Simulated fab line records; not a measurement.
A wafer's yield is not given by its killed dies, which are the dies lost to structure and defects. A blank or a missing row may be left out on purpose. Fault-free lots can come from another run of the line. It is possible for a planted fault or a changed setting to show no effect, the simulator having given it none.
A lot that was struck, set against a sound lot	flow nandHarc	13 out of 1302 route steps
Sound: the wafers L659.1, L659.3, L659.6. Struck: wafer L673.5. At the end, the cause is stated.
Per side, at each step with rows, come the tool, then ch with its chambers, and then its first start. Under that, the readings that differ: sound wafers	struck wafers	difference of the means	sigmas: that difference in standard deviations of wafers without a fault.
alike: readings with means less than 2 such deviations apart, plus words and numbers identical on both sides. not compared: withheld readings, readings lacking a value on some wafer, bounds such as >300 that could conceal the same value, and numbers that have no deviation in the record and whose values overlap.
The two part at a step that has a row with sigmas, a row that says differs or no value, or rows on one side only. When numbers do not overlap yet have no deviation, they are printed without sigmas and do not part them. A reading missing from all wafers of one side parts the sides only when that side holds two or more wafers.

first, 1 step without rows for these wafers: NHARC_A_ONON_D1_DEP_00 (target thk 1000 nm).
NHARC_A_ONON_D1_THK_MEAS_02: measures by ellipsometry.
  sound on filmMetro-01 at day 7 15:49; struck on filmMetro-02 at day 13 16:17
  alike: thkNm
following that, 1 step holds no rows for these wafers, namely NHARC_A_ONON_D1_DEP_03 (target thickness 1000 nm).
NHARC_A_ONON_D1_THK_MEAS_05: measures by ellipsometry.
  sound on filmMetro-01 at day 7 16:31; struck on filmMetro-02 at day 13 16:50
  alike: thkNm
following that, 1 step holds no rows for these wafers, namely NHARC_A_ONON_D1_DEP_06 (target thickness 1000 nm).
NHARC_A_ONON_D1_THK_MEAS_08: measures by ellipsometry.
  sound on filmMetro-01 at day 7 17:05; struck on filmMetro-02 at day 13 17:25
  alike: thkNm
following that, 1 step holds no rows for these wafers, namely NHARC_A_ONON_D1_DEP_09 (target thickness 1000 nm).
NHARC_A_ONON_D1_THK_MEAS_11: measures by ellipsometry.
  sound on filmMetro-02 at day 7 17:39; struck on filmMetro-01 at day 13 17:58
  alike: thkNm
following that, 1 step holds no rows for these wafers, namely NHARC_A_ONON_D1_DEP_12 (target thickness 1000 nm).
NHARC_A_ONON_D1_THK_MEAS_14: measures by ellipsometry.
  sound on filmMetro-01 at day 7 18:13; struck on filmMetro-01 at day 13 18:32
  alike: thkNm
then, 1 step without rows for these wafers: NHARC_A_ONON_D1_ANNEAL_15 (time 3600 s).
NHARC_A_ONON_D1_DEP_16: target thk 1000 nm.
  sound on pecvdOnon-04 ch 0, day 8 01:14; struck on pecvdOnon-01 ch 0, day 14 02:07
NHARC_A_ONON_D1_THK_MEAS_18: measures by ellipsometry.
  sound on filmMetro-02 at day 8 01:45; struck on filmMetro-01 at day 14 02:34
reading	sound	struck	difference	sigmas
thkNm (nm)	1000 999 998	674	-325	-32
  not compared: hold

== WHERE THEY PART ==
Only at NHARC_A_ONON_D1_THK_MEAS_18, within this record.

WHY: whatever the simulator had introduced
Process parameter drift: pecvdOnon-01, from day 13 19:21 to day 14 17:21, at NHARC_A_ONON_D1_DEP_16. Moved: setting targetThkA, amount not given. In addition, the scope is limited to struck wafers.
